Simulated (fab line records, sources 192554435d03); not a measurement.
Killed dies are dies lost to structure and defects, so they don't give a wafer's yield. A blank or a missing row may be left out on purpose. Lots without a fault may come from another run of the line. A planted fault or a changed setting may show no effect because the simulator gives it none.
Chamber matching | flow n5_finfet | N5_BEOL_M10_ETCH_61 on rie_diel-02: 4 sister chambers
The step etches SiARC in CF4, target depth 39 nm, time 65 s. 14 wafers are shown with their chamber, then 7 later ones without.

WAFERS WITH THEIR CHAMBER
wafer  | chamber | drypump_motor_current_A (A) | showerhead_plenum_p_Torr (Torr) | etch_rf_on_time_s (s)
L074.1 | 1       | 5.7                         | 2.13                            | 65.0
L074.5 | 2       | 5.1                         | 2.20                            | 63.4
L074.6 | 3       | 5.3                         | 2.20                            | 61.7
L077.1 | 1       | 5.8                         | 2.13                            | 65.6
L077.3 | 3       | 5.3                         | 2.19                            | 62.9
L077.6 | 0       | 6.2                         | 2.18                            | 67.9
L079.1 | 1       | 5.7                         | 2.13                            | 65.8
L079.3 | 0       | 6.1                         | 2.18                            | 68.0
L079.4 | 3       | 5.3                         | 2.19                            | 63.6
L084.1 | 0       | 6.2                         | 2.18                            | 66.1
L084.4 | 1       | 5.8                         | 2.12                            | 65.2
L084.6 | 2       | 5.1                         | 2.19                            | 62.6
L088.1 | 0       | 6.2                         | 2.18                            | 66.6
L088.3 | 2       | 5.1                         | 2.19                            | 63.0

SIGNATURES (means of the wafers above)
reading                  | chamber 0 | chamber 1 | chamber 2 | chamber 3 | scatter within a chamber
drypump_motor_current_A  | 6.175     | 5.750     | 5.100     | 5.300     | 0.0418
showerhead_plenum_p_Torr | 2.1800    | 2.1275    | 2.1933    | 2.1933    | 0.00456
etch_rf_on_time_s        | 67.150    | 65.400    | 63.000    | 62.733    | 0.725
Rule: a wafer's distance from a chamber is the root of the sum, over the readings, of the square of ((its reading less the chamber's mean) divided by the reading's scatter). The wafer belongs to the nearest chamber; if the next one is less than 2 further off, it can't be placed. The scatter: the root of (the sum of the squares of (reading less its chamber's mean) over the shown wafers, divided by (wafers less chambers)).

WAFERS WITHOUT THEIR CHAMBER
wafer  | drypump_motor_current_A (A) | showerhead_plenum_p_Torr (Torr) | etch_rf_on_time_s (s)
L088.5 | 5.3                         | 2.19                            | 62.4
L089.2 | 5.7                         | 2.12                            | 66.2
L089.3 | 6.2                         | 2.17                            | 67.8
L089.6 | 6.2                         | 2.17                            | 67.6
L093.1 | 5.3                         | 2.18                            | 62.2
L093.5 | 5.3                         | 2.18                            | 63.0
L093.6 | 6.1                         | 2.17                            | 66.1

WHICH CHAMBER EACH WENT THROUGH
wafer  | from the rows above | in truth
L088.5 | 3                   | 3
L089.2 | 1                   | 1
L089.3 | 0                   | 0
L089.6 | 0                   | 0
L093.1 | 3                   | 3
L093.5 | 3                   | 3
L093.6 | 0                   | 0
Placed correctly: 7 of 7. Can't be placed from these rows: 0. Placed wrongly: 0.
